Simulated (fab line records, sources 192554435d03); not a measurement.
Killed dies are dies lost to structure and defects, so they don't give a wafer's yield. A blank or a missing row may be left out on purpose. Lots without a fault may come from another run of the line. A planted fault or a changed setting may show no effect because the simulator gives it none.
fab line records | flow n5_finfet
record lots=9 wafers=26 last_day=18
route steps=1938 shown BEOL_M2@858 BEOL_M4@1111
lots that met no fault: from a run of the same line without faults
start_h: hours from the record's first day to the start of the lot's first wafer shown | wait_h: hours since the lot's step before | " the same as in the row above | L1.1+2: a row that stands for several wafers | - no value, or no start given | * or withheld: withheld | < > ~ a bound
route shown NAME@n: a module of which the file shows steps, and the number in the route of the first | usual: mean/standard deviation of fault-free wafers | same: alike in all rows | chamber/n: place in a boat | sites: the reading at each site | _std_site: their standard deviation | _edge_site: outer sites' mean less inner sites' | radius_mm: how far each site lies from the wafer's centre | mask NAME#n: copy n | behind: the tool/chamber that last shaped the wafer | hold: why the lot was held/for how many hours/how that ended | device: the transistor (n, p or np) that didn't switch | end of line: the same wafers' tests at the end of the route | a step without rows: its recipe alone | killed: dies lost to structure and defects at the first sort, not the wafer's yield | map: a wafer's dies, x killed, . not, _ none there
set.NAME: the setting as run; set.NAME@STEP: as run at that earlier step | model.NAME: the simulator's own value behind a step, which no gauge read
steps of the route over a sample of lots; a table a step, a row a wafer
services: from which hour (start_h, from the record's first day; less than 0 if before it) a tool's chamber was out of use, for how many hours, and why
## steps
# step N5_BEOL_M2_ETCH_74
# recipe chemistry=N2/H2 target=underlayer target_depth_a=65 mask_material=CAR-EUV time_s=5.2 ion_energy_ev=200 pressure_mtorr=30 source_w=840 bias_w=150 n2_flow_sccm=200 h2_flow_sccm=200 ends=cleared
# usual chamber_pressure_mTorr=30.0/0.53 drypump_motor_current_A=5.6/0.51 etch_rf_on_time_s=5.19/0.1 oes_product_au=0.69/0.08 rf_vpp_V=524.1/2.9 showerhead_plenum_p_Torr=2.55/0.093 throttle_valve_pct=17.77/0.22
# columns lot.wafer tool chamber start_h wait_h chamber_pressure_mTorr drypump_motor_current_A etch_rf_on_time_s oes_product_au rf_hours_counter_h rf_vpp_V showerhead_plenum_p_Torr throttle_valve_pct
L168.1 rie_diel-03 1 135.51 0.0 30.1 6.3 5.11 0.70 81 523.9 2.56 17.36
L168.3 " 2 " " 29.9 5.6 5.24 0.73 54 519.7 2.47 17.91
L168.5 " 0 " " 30.0 5.2 5.14 0.69 - 527.5 2.65 17.77
L170.2 rie_diel-04 3 144.00 0.0 29.9 5.8 5.21 0.61 177 523.2 2.53 17.60
L170.3 " 1 " " 30.0 5.7 5.18 0.64 165 521.1 2.43 17.49
L171.2 rie_diel-04 3 144.27 0.0 29.9 5.8 5.26 0.61 177 523.3 2.53 17.61
L171.3 " 0 " " 30.0 4.9 5.27 0.71 81 520.8 2.46 17.85
L171.4 " 1 " " 30.0 5.7 5.22 0.64 - 520.9 2.43 17.45
L172.1 rie_diel-06 2 158.50 0.0 30.0 5.4 5.10 0.60 234 525.9 2.59 17.92
L172.3 " 1 " " 30.0 5.9 5.02 0.80 27 529.7 2.71 17.70
L172.6 " 0 " " 29.9 5.3 5.11 0.81 - 527.7 2.60 17.75
L179.3 rie_diel-03 3 219.69 0.0 29.9 5.8 5.15 0.69 108 520.1 2.45 17.73
L179.5 " 0 " " 30.0 5.2 5.28 0.66 - 524.8 2.64 17.81
L179.6 " 3 " " 30.1 5.7 5.21 0.68 - 521.6 2.45 17.71
L183.2 rie_diel-06 3 229.15 0.0 30.0 4.9 5.07 0.78 43 527.6 2.68 17.80
L183.3 " 1 " " 30.0 5.9 5.04 0.77 53 528.6 2.70 17.72
L183.5 " 0 " " 30.1 5.3 5.29 0.76 - 523.4 2.59 17.79
L188.3 rie_diel-04 1 261.11 0.0 30.0 5.7 5.22 0.63 202 522.4 2.42 17.55
L188.5 " 2 " " 30.0 6.8 5.42 0.56 - 523.3 2.50 18.35
L188.6 " 3 " " 30.0 5.8 5.19 0.58 - 524.2 2.51 17.67
L189.2 rie_diel-04 2 264.42 0.0 30.0 6.8 5.31 0.56 244 522.2 2.50 18.33
L189.4 " 1 " " 30.0 5.7 5.17 0.62 203 518.6 2.42 17.57
L189.5 " 1 " " 30.0 5.7 5.19 0.64 - 520.7 2.42 17.53
L191.1 rie_diel-04 2 268.59 0.0 30.0 6.8 5.34 0.55 247 522.2 2.50 18.34
L191.3 " 3 " " 30.0 5.8 5.26 0.58 219 521.9 2.51 17.66
L191.4 " 1 " " 29.9 5.7 5.20 0.62 205 521.1 2.42 17.55
# step N5_BEOL_M2_CD_MEAS_28
# recipe target_cd_nm=26.2 landing_energy_ev=500 detector=se_inlens target_cd_y_nm=24.1 polarity=opening
# usual cd_nm=26.17/0.22
# columns lot.wafer tool chamber start_h wait_h cd_nm
L168.1 cd_sem-03 0 136.35 - 26.13
L168.3 " 0 " " 26.28
L168.5 " 0 " " 26.32
L170.2 cd_sem-01 0 144.90 - 26.24
L170.3 " 0 " " 26.10
L171.2 cd_sem-01 0 144.99 - 25.83
L171.3 " 0 " " 25.81
L171.4 " 0 " " 26.38
L172.1 cd_sem-01 0 159.22 - 26.54
L172.3 " 0 " " 26.35
L172.6 " 0 " " 26.16
L179.3 cd_sem-01 0 220.54 - 26.47
L179.5 " 0 " " 26.34
L179.6 " 0 " " 26.15
L183.2 cd_sem-01 0 229.99 - 26.33
L183.3 " 0 " " 26.42
L183.5 " 0 " " 26.52
L188.3 cd_sem-01 0 262.01 - 25.99
L188.5 " 0 " " 25.89
L188.6 " 0 " " 26.15
L189.2 cd_sem-01 0 265.41 - 26.14
L189.4 " 0 " " 26.01
L189.5 " 0 " " 26.25
L191.1 cd_sem-03 0 269.49 - 26.61
L191.3 " 0 " " 26.55
L191.4 " 0 " " 26.04
# step N5_BEOL_M2_ALD_98
# recipe material=SiO2 target_thk_a=25 temp_c=100 ald_precursor_family=BDEAS ald_co_reactant=O2-plasma pulse_time_s=1 co_reactant_pulse_time_s=1 purge_time_s=2 co_reactant_purge_time_s=2 ald_cycles=17 pressure_torr=2
# usual heater_power_w=81/8.2 precursor_pulse_height_rel=0.999/0.02 susceptor_temp_C=100.00/0.12
# same ald_cycles=17 co_reactant_pulse_time_s=1
# columns lot.wafer tool chamber start_h wait_h heater_power_w precursor_pulse_height_rel susceptor_temp_C
L168.1 ald_sin-02 1 136.82 0.3 94 0.979 100.02
L168.3 " 0 " " 80 1.009 99.98
L168.5 " 1 " " 91 0.986 100.06
L170.2 ald_sin-04 1 145.53 0.4 79 0.994 99.88
L170.3 " 3 " " 74 1.025 100.12
L171.2 ald_sin-04 3 145.62 0.4 74 1.012 99.93
L171.3 " 1 " " 78 0.991 100.16
L171.4 " 1 " " 80 1.010 100.09
L172.1 ald_sin-02 2 159.75 0.3 81 0.998 100.11
L172.3 " 1 " " 92 1.008 99.95
L172.6 " 2 " " 81 0.993 100.09
L179.3 ald_sin-02 1 220.80 0.1 93 0.978 99.88
L179.5 " 1 " " 95 0.998 99.80
L179.6 " 2 " " 80 1.013 99.94
L183.2 ald_sin-02 2 230.25 0.1 83 0.986 101.43
L183.3 " 0 " " 78 0.962 99.88
L183.5 " 3 " " 86 1.041 99.86
L188.3 ald_sin-01 2 262.27 0.1 70 0.980 99.99
L188.5 " 3 " " 70 1.003 99.86
L188.6 " 0 " " 73 0.977 100.11
L189.2 ald_sin-04 0 266.11 0.5 81 1.042 100.00
L189.4 " 2 " " 86 0.992 99.96
L189.5 " 0 " " 78 0.976 99.79
L191.1 ald_sin-01 2 270.27 0.6 70 0.982 99.96
L191.3 " 1 " " 92 1.017 99.97
L191.4 " 0 " " 72 0.986 99.98
# step N5_BEOL_M2_STRIP_36
# recipe chemistry=N2/H2 power_w=450 temp_c=40 pressure_mtorr=20 rf_frequency_hz=6e+07 overash_fraction=0.3 bias_power_w=7 h2_frac=0.5 n2_flow_sccm=200 h2_flow_sccm=200
# usual chamber_pressure_mTorr=20.00/0.03 drypump_motor_current_A=5.6/0.56 oes_product_au=0.79/0.09 rf_vpp_V=58.9/1.6 showerhead_plenum_p_Torr=2.54/0.089 throttle_valve_pct=23.5/0.3
# columns lot.wafer tool chamber start_h wait_h chamber_pressure_mTorr drypump_motor_current_A oes_product_au rf_hours_counter_h rf_vpp_V showerhead_plenum_p_Torr throttle_valve_pct
L168.1 rie_diel-04 1 161.35 0.0 20.00 5.7 0.74 170 58.9 2.43 23.1
L168.3 " 2 " " 20.01 6.8 0.68 209 58.8 2.51 24.0
L168.5 " 0 " " 19.97 4.9 0.84 - 57.2 2.45 23.7
L170.2 rie_diel-03 0 171.68 0.0 19.95 5.2 0.79 103 57.9 2.64 23.5
L170.3 " 3 " " 20.03 5.7 0.80 90 54.9 2.46 23.6
L171.2 rie_diel-06 1 171.76 0.0 20.04 5.9 0.91 32 58.7 2.71 23.5
L171.3 " 3 " " 20.00 4.9 0.95 22 58.4 2.69 23.4
L171.4 " 2 " " 19.98 5.4 0.69 239 60.1 2.58 23.6
L172.1 rie_diel-04 3 175.64 0.0 20.02 5.8 0.71 186 58.5 2.52 23.1
L172.3 " 0 " " 20.00 4.9 0.83 92 57.4 2.45 23.7
L172.6 " 2 " " 19.98 6.8 0.67 - 59.9 2.51 24.1
L179.3 rie_diel-04 2 234.71 0.0 20.03 6.8 0.67 233 60.6 2.50 24.1
L179.5 " 3 " " 20.01 5.8 0.68 - 56.8 2.51 23.2
L179.6 " 0 " " 20.03 4.9 0.82 - 57.3 2.44 23.7
L183.2 rie_diel-04 2 247.89 0.0 20.04 6.8 0.64 238 59.0 2.50 24.1
L183.3 " 3 " " 20.07 5.8 0.68 210 59.9 2.51 23.2
L183.5 " 2 " " 20.02 6.8 0.64 - 62.0 2.50 24.1
L188.3 rie_diel-03 0 272.40 0.0 20.01 5.2 0.76 140 60.9 2.63 23.5
L188.5 " 2 " " 20.03 5.6 0.79 - 60.2 2.44 23.8
L188.6 " 3 " " 19.99 5.7 0.77 - 57.0 2.44 23.6
L189.2 rie_diel-04 0 274.58 0.0 19.97 4.9 0.79 123 55.4 2.44 23.7
L189.4 " 1 " " 19.99 5.8 0.73 206 59.2 2.41 23.1
L189.5 " 1 " " 20.01 5.7 0.71 - 56.1 2.41 23.2
L191.1 rie_diel-06 1 295.69 0.0 20.02 5.9 0.84 77 57.1 2.69 23.6
L191.3 " 3 " " 20.03 4.9 0.87 66 61.8 2.67 23.4
L191.4 " 0 " " 20.01 5.3 0.83 57 58.7 2.57 23.7
# step N5_BEOL_M4_RC_MEAS_101
# usual DIBL_N=36.0/2.2 DIBL_P=36.2/2.4 IOFF_N=0.16/0.035 IOFF_P=0.21/0.037 ION_N=672/13 ION_P=461/7 SS_N=71.4/0.69 SS_P=73.2/0.75 VT_N=250/3.4 VT_P=-251/3
# columns lot.wafer tool chamber start_h wait_h DIBL_N[mV/V] DIBL_P[mV/V] IOFF_N[nA/um] IOFF_P[nA/um] ION_N[uA/um] ION_P[uA/um] SS_N[mV/dec] SS_P[mV/dec] VT_N[mV] VT_P[mV]
L170.2 prober-01 0 202.54 0.2 38.5 37.1 0.18 0.22 671 458 72.7 73.8 247 -250
L170.3 " 0 " " 39.2 37.9 0.21 0.24 679 458 71.8 73.9 248 -246
L168.1 prober-01 0 205.02 0.0 33.9 34.2 0.12 0.17 659 451 71.3 73.7 252 -257
L168.3 " 0 " " 35.4 35.7 0.16 0.19 677 457 71.1 73.4 250 -253
L168.5 " 0 " " 35.7 36.5 0.17 0.21 694 467 70.8 73.6 246 -252
L171.2 prober-01 0 207.96 0.3 37.4 36.8 0.14 0.21 676 465 71.4 73.0 254 -247
L171.3 " 0 " " 36.3 36.0 0.13 0.20 670 468 71.3 72.5 252 -250
L171.4 " 0 " " 33.0 32.4 0.09 0.15 649 456 70.2 72.0 257 -251
L172.1 prober-02 0 232.31 0.0 34.8 35.5 0.14 0.20 672 463 70.9 73.6 252 -252
L172.3 " 0 " " 34.9 35.1 0.14 0.20 666 462 70.7 72.9 251 -248
L172.6 " 0 " " 33.5 34.3 0.12 0.18 661 457 70.3 72.7 254 -251
L179.3 prober-02 0 273.10 0.3 31.8 33.3 0.11 0.16 651 452 70.9 73.1 254 -254
L179.5 " 0 " " 35.7 37.8 0.16 0.22 663 458 72.4 73.2 248 -252
L179.6 " 0 " " 34.3 35.4 0.15 0.19 670 457 71.0 73.0 251 -253
L183.2 prober-02 0 299.60 0.2 35.1 36.3 0.15 0.22 664 461 71.1 73.1 248 -250
L183.3 " 0 " " 35.3 35.5 0.15 0.19 677 457 70.9 73.1 251 -252
L183.5 " 0 " " 35.8 37.0 0.16 0.23 677 463 71.8 73.0 250 -248
L188.3 prober-01 0 316.21 0.3 36.3 35.8 0.16 0.18 681 460 71.5 72.7 248 -254
L188.5 " 0 " " 36.5 36.5 0.16 0.19 684 460 71.9 73.1 253 -252
L188.6 " 0 " " 39.1 39.1 0.21 0.23 696 462 71.9 73.3 245 -251
L189.2 prober-02 0 333.93 0.2 36.0 34.2 0.14 0.21 677 467 71.6 73.0 251 -244
L189.4 " 0 " " 39.7 38.0 0.20 0.28 687 476 71.6 73.2 247 -243
L189.5 " 0 " " 38.7 37.5 0.18 0.26 677 471 71.9 73.5 247 -245
L191.1 prober-01 0 341.10 0.0 36.0 35.5 0.14 0.20 676 466 70.8 73.0 251 -249
L191.3 " 0 " " 37.5 37.4 0.18 0.24 682 473 71.7 73.2 249 -247
L191.4 " 0 " " 36.2 36.2 0.16 0.21 678 466 71.3 73.0 250 -248
## services
# columns tool chamber start_h hours kind
rie_diel-06 0 112.78 - clean
rie_diel-06 0 112.78 - consumable_replace:focus_ring
rie_diel-06 0 112.78 17.8 scheduled_down
rie_diel-06 0 112.78 17.8 vent_cycle
ald_sin-01 2 130.46 7.6 repair
rie_diel-04 2 142.43 9.2 repair
rie_diel-04 3 166.11 2.1 repair
ald_sin-04 - 176.75 14.0 pm
ald_sin-04 0 176.75 14.0 vent_cycle
ald_sin-04 1 194.15 6.7 repair
rie_diel-06 - 202.66 1.0 repair
rie_diel-06 2 215.81 - clean
rie_diel-06 2 215.81 - consumable_replace:focus_ring
rie_diel-06 2 215.81 15.1 scheduled_down
rie_diel-06 2 215.81 15.1 vent_cycle
ald_sin-04 1 248.57 39.7 repair
ald_sin-01 - 250.23 0.8 repair
ald_sin-02 1 255.93 2.9 repair
rie_diel-03 1 265.87 8.3 repair
rie_diel-04 2 281.12 - clean
rie_diel-04 2 281.12 - consumable_replace:focus_ring
rie_diel-04 2 281.12 32.3 scheduled_down
rie_diel-04 2 281.12 32.3 vent_cycle
ald_sin-04 0 285.51 11.5 repair
## key
first_sign step=N5_BEOL_M2_ALD_98 reading=susceptor_temp_C direction=up sigmas=12 usual=* struck=*
effect none on later readings
met_at N5_BEOL_M2_ALD_98
struck_lots L183
struck_wafers L183.2
not_acting_at N5_BEOL_M2_ETCH_74,N5_BEOL_M2_CD_MEAS_28,N5_BEOL_M2_STRIP_36
onset_between 220.80 230.25
fault kind=process_parameter_drift tool=ald_sin-02 chamber=2 onset_h=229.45 steps=N5_BEOL_M2_ALD_98 channel=temp_c offset=* shape=step end_h=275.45 acts_in=* stated=*
